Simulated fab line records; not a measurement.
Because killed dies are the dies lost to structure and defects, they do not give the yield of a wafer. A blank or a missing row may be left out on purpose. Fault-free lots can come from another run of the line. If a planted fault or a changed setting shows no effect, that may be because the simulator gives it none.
fab line records | flow n5Finfet
record: lots: 5 wafers: 15 lastDay: 17
route steps=1938 shown PASS1_DEP@1831 MIM_BOT@1832 MIM_TOP@1834 MIM_TOP_LITHO@1839 PASSIVATION@1936
lots with no fault: from the same line, run without faults
startH: hours from the record's opening day to when the first of the lot's shown wafers began | waitH: hours since the lot's step before | " as in the row above | L1.1+2: a row that stands for several wafers | - no value, or no start given | * or withheld: withheld | < > ~ a bound
route shown NAME@n: names a module that has steps shown in the file, with the first one's number in the route | usual: the fault-free wafers' mean and standard deviation | same: alike in all rows | chamber/n: place in a boat | sites: readings site by site | _std_site: standard deviation of those values | _edge_site: the outer-site mean with the inner-site mean subtracted | radiusMm: for every site, how far away it sits from the centre of the wafer | mask NAME#n: copy n | behind: the tool/chamber that last shaped the wafer | hold: what put the lot on hold/how long, in hours/how the hold closed | device: whichever transistor did not switch (one of n, p or np) | end of line: tests of these same wafers at the route's end | where a step has no rows: the recipe by itself | killed: not the wafer's yield, but the dies lost to structure and defects at the first sort | map: the dies of a wafer, with x for killed, . for not killed, _ for no die there
set.NAME: the setting as run; set.NAME@STEP: as run at that earlier step | model.NAME: the simulator's own value behind a step, which no gauge read
lots seen at some steps along the route; tables by step, rows by wafer
services: a tool's chamber out of use, with start hour (startH, from the record's first day; less than 0 if before it), hours out, and reason
== steps ==
step: N5_PASSIVATION_PECVD_00
recipe: material: SiO2 targetThkA: 2000 tempC: 400 precursor: SiH4/N2O pressureTorr: 2.7 rfW: 608 timeS: 11.2
step: N5_MIM_BOT_DEGAS_01
recipe: ambient: vacuum tempC: 300 timeS: 60
usual: heaterPowerW: 462/47
same: timeS: 60
columns lot.wafer tool chamber startH waitH heaterPowerW
L118.3 pvdSputter-03 - 290.79 1.3 491
L118.4 " - " " 437
L118.5 " - " " 455
L122.4 pvdSputter-02 - 323.22 1.3 510
L122.5 " - " " 437
L122.6 " - " " 402
L125.2 pvdSputter-01 - 323.56 0.2 410
L125.3 " - " " 425
L125.5 " - " " 452
L128.2 pvdSputter-02 - 362.17 1.1 438
L128.5 " - " " 508
L128.6 " - " " 434
L131.1 pvdSputter-02 - 384.44 1.6 435
L131.3 " - " " 408
L131.6 " - " " 502
step: N5_MIM_BOT_SPUTTER_00
recipe: material: TiN targetThkA: 350 tempC: 200 powerW: 3000 chamberPressurePa: 0.49996 gas: Ar reactivePartialPa: 0.37997 timeS: 89.7
usual: throttleValvePct: 30.0/0.79
same: timeS: 89.7
columns lot.wafer tool chamber startH waitH throttleValvePct
L118.3 pvdSputter-03 - 290.83 0.0 29.8
L118.4 " - " " 29.9
L118.5 " - " " 30.5
L122.4 pvdSputter-02 - 323.28 0.0 30.3
L122.5 " - " " 31.3
L122.6 " - " " 28.8
L125.2 pvdSputter-01 - 323.60 0.0 30.9
L125.3 " - " " 29.8
L125.5 " - " " 28.9
L128.2 pvdSputter-02 - 362.21 0.0 28.9
L128.5 " - " " 30.0
L128.6 " - " " 31.1
L131.1 pvdSputter-02 - 384.48 0.0 31.1
L131.3 " - " " 28.5
L131.6 " - " " 30.1
step: N5_MIM_TOP_ALD_00
recipe: material: Al2O3 targetThkA: * tempC: withheld aldPrecursorFamily: TMA aldCoReactant: O3 pulseTimeS: withheld purgeTimeS: 3 coReactantPurgeTimeS: withheld coReactantPulseTimeS: 3 aldCycles: withheld
step: N5_MIM_TOP_ALD_01
recipe: material: HfO2 targetThkA: 56 tempC: withheld aldPrecursorFamily: Hf-amide aldCoReactant: O3 pulseTimeS: 1 purgeTimeS: 3 coReactantPurgeTimeS: 2 coReactantPulseTimeS: 3 aldCycles: 62
usual: precursorPulseHeightRel: 1.001/0.02
columns lot.wafer tool chamber startH waitH precursorPulseHeightRel
L118.3 aldHk-01 3 - - 1.008
L118.4 " 2 " " 1.001
L118.5 " 3 " " 1.008
L122.4 aldHk-03 0 - - 0.995
L122.5 " 0 " " 1.004
L122.6 " 1 " " 0.940
L125.2 aldHk-01 1 - - 0.996
L125.3 " 0 " " 0.999
L125.5 " 1 " " 1.031
L128.2 aldHk-01 3 - - 0.979
L128.5 " 1 " " 1.012
L128.6 " 0 " " 1.001
L131.1 aldHk-02 2 - - 1.022
L131.3 " 1 " " 1.002
L131.6 " 3 " " 0.975
step: N5_MIM_TOP_ALD_02
recipe: material: Al2O3 targetThkA: * tempC: withheld aldPrecursorFamily: TMA aldCoReactant: O3 pulseTimeS: withheld purgeTimeS: 3 coReactantPurgeTimeS: withheld coReactantPulseTimeS: 3 aldCycles: withheld
usual: precursorPulseHeightRel: 1.000/0.02
columns lot.wafer tool chamber startH waitH precursorPulseHeightRel
L118.3 aldHk-01 3 - - 1.012
L118.4 " 2 " " 0.975
L118.5 " 3 " " 0.985
L122.4 aldHk-03 0 - - 0.986
L122.5 " 0 " " 1.030
L122.6 " 1 " " 1.032
L125.2 aldHk-01 1 - - 0.997
L125.3 " 0 " " 1.002
L125.5 " 1 " " 1.013
L128.2 aldHk-01 3 - - 1.004
L128.5 " 1 " " 1.033
L128.6 " 0 " " 0.978
L131.1 aldHk-02 2 - - 1.014
L131.3 " 1 " " 1.000
L131.6 " 3 " " 1.005
step: N5_MIM_TOP_DEGAS_04
recipe: ambient: vacuum tempC: 300 timeS: 60
usual: heaterPowerW: 460/49
same: timeS: 60
columns lot.wafer tool chamber startH waitH heaterPowerW
L118.3 pvdSputter-01 - 293.11 - 457
L118.4 " - " " 420
L118.5 " - " " 566
L122.4 pvdSputter-02 - 323.86 - 436
L122.5 " - " " 510
L122.6 " - " " 402
L125.2 pvdSputter-02 - 326.12 - 442
L125.3 " - " " 392
L125.5 " - " " 436
L128.2 pvdSputter-03 - 363.27 - 488
L128.5 " - " " 437
L128.6 " - " " 490
L131.1 pvdSputter-01 - 385.49 - 427
L131.3 " - " " 410
L131.6 " - " " 566
step: N5_MIM_TOP_SPUTTER_03
recipe: material: TiN targetThkA: 350 tempC: 200 powerW: 3000 chamberPressurePa: 0.49996 gas: Ar reactivePartialPa: 0.37997 timeS: 89.7
step: N5_MIM_TOP_LITHO_HMDS_01
recipe: timeS: 60 tempC: 120
step: N5_MIM_TOP_LITHO_COAT_02
recipe: spinRpm: * resistThkNm: *
step: N5_MIM_TOP_LITHO_EBR_04
recipe: solvent: PGMEA ebrWidthMm: 1.5
step: N5_MIM_TOP_LITHO_SOFTBAKE_03
recipe: tempC: 100 timeS: 90
step: N5_MIM_TOP_LITHO_EXPOSE_05
recipe: maskId: MIM_TOP na: 0.55 sourceShape: conventional sigmaOuter: 0.8 polarization: unpolarized targetCdNm: 2000 doseMj: 20.5
usual: exposureDoseMJCm2: 20.483/0.02 stageVelMmS: 499.99/0.28
same: na: 0.55
columns lot.wafer tool chamber startH waitH mask exposureDoseMJCm2 stageVelMmS model.MIM_TOP_LITHO.overlayXNm
L118.3 krfScanner-01 0 293.38 - MIM_TOP#0 20.502 499.87 2.2
L118.4 " 0 " " MIM_TOP#0 20.491 500.36 2.2
L118.5 " 0 " " MIM_TOP#0 20.463 500.35 2.2
L122.4 krfScanner-01 0 324.11 - MIM_TOP#0 20.468 500.20 5
L122.5 " 0 " " MIM_TOP#0 20.478 500.30 5
L122.6 " 0 " " MIM_TOP#0 20.479 500.12 5
L125.2 krfScanner-02 0 326.50 - MIM_TOP#0 20.533 500.14 0.2
L125.3 " 0 " " MIM_TOP#0 20.492 500.24 0.2
L125.5 " 0 " " MIM_TOP#0 20.490 500.23 0.2
L128.2 krfScanner-02 0 363.53 - MIM_TOP#0 20.460 500.16 216
L128.5 " 0 " " MIM_TOP#0 20.483 499.96 216
L128.6 " 0 " " MIM_TOP#0 20.493 500.04 216
L131.1 krfScanner-01 0 385.87 - MIM_TOP#0 20.446 499.89 1.2
L131.3 " 0 " " MIM_TOP#0 20.484 499.53 1.2
L131.6 " 0 " " MIM_TOP#0 20.465 499.66 1.2
step: N5_MIM_TOP_LITHO_PEB_06
recipe: pebTempC: withheld pebTimeS: *
step: N5_MIM_TOP_LITHO_DEVELOP_07
recipe: developTimeS: 60 rinseLiquid: diw dry: airSpin devTempC: 21
step: N5_MIM_TOP_LITHO_HARDBAKE_09
recipe: tempC: 130 timeS: 120
step: N5_MIM_TOP_LITHO_CD_MEAS_08
recipe: targetCdNm: 2000 landingEnergyEv: 500 detector: seInlens
usual: cdNm: 1999.8/2.8
columns lot.wafer tool chamber startH waitH cdNm
L118.3 cdSem-01 0 293.55 - 1994.9
L118.4 " 0 " " 1998.2
L118.5 " 0 " " 1999.5
L122.4 cdSem-01 0 324.27 - 2004.8
L122.5 " 0 " " 2003.3
L122.6 " 0 " " 2003.4
L125.2 cdSem-03 0 326.67 - 2003.6
L125.3 " 0 " " 2002.3
L125.5 " 0 " " 1998.2
L128.2 cdSem-01 0 363.71 - 1996.0
L128.5 " 0 " " 1999.6
L128.6 " 0 " " 1996.4
L131.1 cdSem-03 0 386.04 - 2002.7
L131.3 " 0 " " 2001.2
L131.6 " 0 " " 1997.2
step: N5_MIM_TOP_LITHO_OVL_MEAS_11
recipe: pointsPerWafer: 44
usual: MIM_TOP_OVL: 0/5.4
columns lot.wafer tool chamber startH waitH MIM_TOP_OVL[nm]
L118.3 overlay-01 0 293.58 0.0 10
L118.4 " 0 " " 8
L118.5 " 0 " " 8
L122.4 overlay-01 0 324.30 0.0 -2
L122.5 " 0 " " 4
L122.6 " 0 " " 3
L125.2 overlay-01 0 326.70 0.0 2
L125.3 " 0 " " -11
L125.5 " 0 " " -3
L128.2 overlay-01 0 363.75 0.0 221
L128.5 " 0 " " 218
L128.6 " 0 " " 217
L131.1 overlay-02 0 386.07 0.0 -2
L131.3 " 0 " " 3
L131.6 " 0 " " 6
step: N5_MIM_TOP_LITHO_INSPECT_12
recipe: mode: adi inspectInstrument: macro
usual: rawDefectCount: 2.0/1.5
columns lot.wafer tool chamber startH waitH rawDefectCount
L118.3 defectInspect-01 - 293.60 0.0 1
L118.4 " - " " 5
L118.5 " - " " 0
L122.4 defectInspect-02 - 324.32 0.0 2
L122.5 " - " " 2
L122.6 " - " " 2
L125.2 defectInspect-02 - 326.73 0.0 4
L125.3 " - " " 1
L125.5 " - " " 1
L128.2 defectInspect-02 - 363.77 0.0 2
L128.5 " - " " 2
L128.6 " - " " 1
L131.1 defectInspect-01 - 386.10 0.0 2
L131.3 " - " " 2
L131.6 " - " " 1
step: N5_PASSIVATION_PROBE_49
usual: defectLimitedYield: 91.6/1.4 killed_at_M0_to_M3: 32/9.5 killed_at_M4_up: 13/6 killedAtContacts: 12/5.6 killedAtFrontEnd: 39/11 killedAtOther: 2.8/2.3 killedDies: 99/16 killedOpen: 65/12 killedShort: 32/7.6 sort_bin_4_leakage: 0.1/0.88 sort_bin_5_function: 4.8/0.88 sort_bin_6_memory: 3.2/0.65 sortNPass: 1077/29 sortYieldPct: 91.2/2.5
same: grossDies: 1180 killedAtBackSide: 0 sort_bin_8_speed[%]: 0
columns lot.wafer tool chamber startH waitH defectLimitedYield[%] killed_at_M0_to_M3 killed_at_M4_up killedAtContacts killedAtFrontEnd killedAtOther killedDies killedOpen killedShort sort_bin_4_leakage[%] sort_bin_5_function[%] sort_bin_6_memory[%] sortNPass sortYieldPct[%]
L125.3 prober-02 - 337.37 0.1 92.4 42 11 7 27 3 90 43 47 0.6 4.1 3.1 1083 91.8
killed by level:class
L125.3 BEOL_M0_SAQP:geometricParticle:short=14 BEOL_M0_SAQP:geometricParticle:open=12 GATE_CUT:geometricParticle:short=8 BEOL_M2:geometricParticle:open=7 BEOL_M4:geometricParticle:open=7 MOL_CONTACT_COAG:geometricParticle:open=6 FIN_SAQP:geometricParticle:short=5 FIN_SAQP:geometricParticle:open=4
== services ==
columns tool chamber startH hours kind
krfScanner-01 - 283.87 1.3 pm
krfScanner-02 - 289.26 4.4 pm
krfScanner-02 - 296.58 21.0 pm
krfScanner-02 - 317.58 1.3 pm
krfScanner-02 - 321.60 1.0 pm
krfScanner-02 - 327.34 0.8 pm
krfScanner-01 0 356.74 - calibration
krfScanner-01 - 361.68 0.5 repair
pvdSputter-03 - 366.39 1.0 repair
krfScanner-02 0 377.42 - calibration
== key ==
firstSign: step: N5_MIM_TOP_LITHO_OVL_MEAS_11 reading: MIM_TOP_OVL direction: up sigmas: 41 usual: 0 struck: 219
effect none on later readings
modelEffect: step: N5_MIM_TOP_LITHO_EXPOSE_05 value: MIM_TOP_LITHO.overlayXNm without: 1.6 struck: 216
metAt N5_MIM_TOP_LITHO_EXPOSE_05
struckWafers L128.2,L128.5,L128.6
onsetBetween 326.50 363.53
alsoFits N5_MIM_TOP_ALD_01:aldHk-01,N5_MIM_TOP_ALD_02:aldHk-01,N5_MIM_TOP_DEGAS_04:pvdSputter-03
earlierFault: kind: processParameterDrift tool: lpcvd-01 chamber: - onsetH: 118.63 steps: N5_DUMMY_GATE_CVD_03 channel: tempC offset: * shape: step actsIn: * stated: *
fault: kind: scannerMatchingOverlay tool: krfScanner-02 chamber: - onsetH: 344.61 steps: N5_MIM_TOP_LITHO_EXPOSE_05 offset: 214.43
